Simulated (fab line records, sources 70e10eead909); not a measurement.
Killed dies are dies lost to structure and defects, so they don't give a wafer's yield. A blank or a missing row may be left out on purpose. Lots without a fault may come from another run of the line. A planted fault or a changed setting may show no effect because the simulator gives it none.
Chamber matching | flow nand_harc | NHARC_A_BLC_STRIP_21 on rie_diel-08: 4 sister chambers
The step strips in O2. 8 wafers are shown with their chamber, then 8 later ones without.

WAFERS WITH THEIR CHAMBER
wafer  | chamber | drypump_motor_current_A (A) | oes_product_au (a.u.)
L078.6 | 0       | 5.7                         | 1.002
L079.3 | 2       | 5.1                         | 0.993
L079.4 | 1       | 5.8                         | 0.995
L079.5 | 3       | 6.2                         | 0.983
L081.2 | 2       | 5.2                         | 0.991
L081.4 | 0       | 5.7                         | 1.007
L081.6 | 3       | 6.2                         | 0.985
L085.3 | 1       | 5.8                         | 0.994

WAFERS WITHOUT THEIR CHAMBER
wafer  | drypump_motor_current_A (A) | oes_product_au (a.u.)
L085.4 | 5.7                         | 1.006
L085.6 | 5.8                         | 0.987
L083.3 | 5.8                         | 0.993
L083.5 | 5.7                         | 0.993
L083.6 | 5.8                         | 0.992
L090.2 | 5.8                         | 0.975
L090.4 | 6.2                         | 0.993
L090.6 | 5.2                         | 1.023

WHICH CHAMBER EACH WENT THROUGH
wafer  | from the rows above     | in truth
L085.4 | 0                       | 0
L085.6 | 1                       | 1
L083.3 | 1                       | 1
L083.5 | 1                       | 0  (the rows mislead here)
L083.6 | 1                       | 1
L090.2 | 1                       | 1
L090.4 | 3                       | 3
L090.6 | can't be placed: 2 or 0 | 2
Placed correctly: 6 of 8. Can't be placed from these rows: 1 (the true chamber is among the candidates in 1). Placed wrongly: 1.
How it was worked out, from the rows above alone: a wafer's distance from a chamber is the root of the sum, over the readings, of the square of ((its reading less the chamber's mean) divided by the reading's scatter). The wafer belongs to the nearest chamber; if the next one is less than 2 further off, it can't be placed. A chamber's mean is the mean of its shown wafers. The scatter: the root of (the sum of the squares of (reading less its chamber's mean) over the shown wafers, divided by (wafers less chambers)).
